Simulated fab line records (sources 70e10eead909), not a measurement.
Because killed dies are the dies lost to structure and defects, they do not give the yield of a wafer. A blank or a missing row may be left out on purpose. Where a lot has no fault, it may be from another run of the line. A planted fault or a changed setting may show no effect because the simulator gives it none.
8D (eight disciplines) problem report, filled in by code | flow nand harc | the parts of the form that need people (team, actions taken, sign-off) are left out

== 1. THE ISSUE ==
Mean of oes product au at NHARC_P_BONDPAD_ETCH_37: 0.841 a.u. over 2 wafers from 1 lot, against 0.998 a.u. (standard deviation 0.0084) on wafers with no fault. Measured from the usual mean, that is -19 standard deviations.
The step: etches the open film in N2/H2, target depth 60 nm, overetch 18 nm, time 65.91 s.
First observed at day 11 04:41: wafer L877.2, on rie diel-08. The record has a number at this step for 15 wafers belonging to 5 lots. By rule, "out" or "out of limits" means more than 4 standard deviations away from the usual mean. The other wafers with a number count as sound.

== 2. WHAT IT IS, WHAT IT ISN'T ==
question                    | is                | is not
which readings at this step | oes product au    | drypump motor current A, mfc ar sccm, n2 flow sccm, rf vpp V, showerhead plenum p Torr, throttle valve pct
which lots                  | L877              | L859, L862, L865, L870
which wafers of those lots  | L877.1, L877.2    | L877.6
read on which tools         | rie diel-08       | -
when                        | from day 11 04:41 | up to then (13 sound wafers)

== 3. SUSPECTS, AND WHAT RULES EACH OUT ==
Counting: if a tool at a process step up to the reading ran every lot that is out, it stays a suspect. Sound lots after the first of them don't rule it out here, since some wafers of a struck lot are sound.
- rie diel-08 at NHARC_P_BONDPAD_DESCUM_11 (chemistry O2, time 3 s): kept. It ran the lot that is out, L877 (day 11 04:35); its last sound lot up to then is L870 (day 9 17:21).
- rie diel-08 at NHARC_P_BONDPAD_ETCH_37 (etches the open film in N2/H2, target depth 60 nm, overetch 18 nm, time 65.91 s): kept. It ran the lot that is out, L877 (day 11 04:41); its last sound lot up to then is L870 (day 9 17:26). Out on those wafers are its own readings of oes product au.
Remaining after the count are rie diel-08 at NHARC_P_BONDPAD_DESCUM_11 and rie diel-08 at NHARC_P_BONDPAD_ETCH_37.

== 4. THE CAUSE (what the simulator had put in) ==
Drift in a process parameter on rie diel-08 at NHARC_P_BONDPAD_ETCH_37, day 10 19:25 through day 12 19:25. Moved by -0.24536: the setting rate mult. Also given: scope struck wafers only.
Of the 2 suspects that counting leaves, this tool is one.

== 5. THE CHAIN OF EFFECTS, in route order ==
One row per reading whose mean, taken over the struck wafers that have a number, lies over 3 standard deviations from the usual. Scope: only readings with a usual standard deviation given in the record; hours: median across lots of the time from each lot's start at the first step in this table that gives one to its start at this step; sigmas: change in usual standard deviations.
hours | step                    | reading        | usual      | on struck wafers | change | sigmas
0     | NHARC_P_BONDPAD_ETCH_37 | oes product au | 0.998 a.u. | 0.841            | -0.157 | -19
Process steps it contains:
- NHARC_P_BONDPAD_ETCH_37: etches the open film in N2/H2, target depth 60 nm, overetch 18 nm, time 65.91 s.
At these later measuring or inspecting steps, every struck wafer for which the step has a row has a number for every such reading, and none has moved that far: NHARC_END_SORT_01.

== 6. WHAT WOULD HAVE CAUGHT IT SOONER ==
In this record no reading fell out of limits until day 11 04:41, 9 hours after the fault had begun at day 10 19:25.
